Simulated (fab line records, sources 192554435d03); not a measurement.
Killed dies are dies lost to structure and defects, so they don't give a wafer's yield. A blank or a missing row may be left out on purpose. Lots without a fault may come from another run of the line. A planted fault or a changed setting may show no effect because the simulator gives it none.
Which tool did it? | flow n5_finfet | 9 lots, 27 wafers sampled, at 2 steps of a route of 1938

WHAT THE GAUGES READ, wafer by wafer
N5_BEOL_M8_INSPECT_30: inspects for defects (brightfield).
lot  | measured     | on                | raw_defect_count
L363 | day 10 12:19 | defect_inspect-01 | 374 301 344
L365 | day 10 18:52 | defect_inspect-01 | 317 225 304
L371 | day 12 06:50 | defect_inspect-01 | 1132 1109 470
L370 | day 12 09:34 | defect_inspect-01 | 1064 1128 485
L376 | day 13 22:31 | defect_inspect-01 | 287 273 372
L380 | day 14 12:35 | defect_inspect-01 | 305 359 350
L383 | day 15 10:38 | defect_inspect-02 | 400 305 479
L381 | day 15 10:49 | defect_inspect-01 | 349 406 354
L384 | day 15 15:02 | defect_inspect-02 | 475 396 448

WHICH TOOL RAN EACH LOT (tool, then ch and the chambers of the sampled wafers, then the start)
lot  | N5_BEOL_M8_HM_OPEN_17
L363 | rie_metal-02 ch 0,1, day 10 10:47
L365 | rie_metal-02 ch 0,1, day 10 16:31
L371 | rie_metal-02 ch 0,1, day 12 04:32
L370 | rie_metal-02 ch 0,1, day 12 07:45
L376 | rie_metal-03 ch 0,1, day 13 19:55
L380 | rie_metal-03 ch 1, day 14 11:08
L383 | rie_metal-02 ch 1, day 15 08:24
L381 | rie_metal-02 ch 0,1, day 15 08:38
L384 | rie_metal-02 ch 0,1, day 15 12:22
- N5_BEOL_M8_HM_OPEN_17: chemistry Cl2/BCl3, target TiN, target depth 20 nm, overetch 6 nm.

THE ANSWER, worked out from the rows above alone
Rule: what is usual is taken from the lots themselves. Put in order of their means at a reading, lots are off if they are a third of the lots or fewer, leave a main group of 4 or more, and stand apart from it by a gap of 3 or more times the standard deviation of the main group's means; of several such gaps the widest counts. A main group whose means are all the same, to the digits that the tables above print for the reading, isn't used. A lot without any number at a reading at which 4 lots or more have one is off too. The other lots that the step has rows for count as sound.
Off: L371, L370, at N5_BEOL_M8_INSPECT_30 (raw_defect_count). The main group: mean 353, standard deviation 49.
A tool fits if, at a process step before that reading, it ran every lot that is off, and no sound lot after the first of them. The gauges at N5_BEOL_M8_INSPECT_30 are tried like those tools. None of those tried fits.

WHAT THE SIMULATOR HAD PUT IN
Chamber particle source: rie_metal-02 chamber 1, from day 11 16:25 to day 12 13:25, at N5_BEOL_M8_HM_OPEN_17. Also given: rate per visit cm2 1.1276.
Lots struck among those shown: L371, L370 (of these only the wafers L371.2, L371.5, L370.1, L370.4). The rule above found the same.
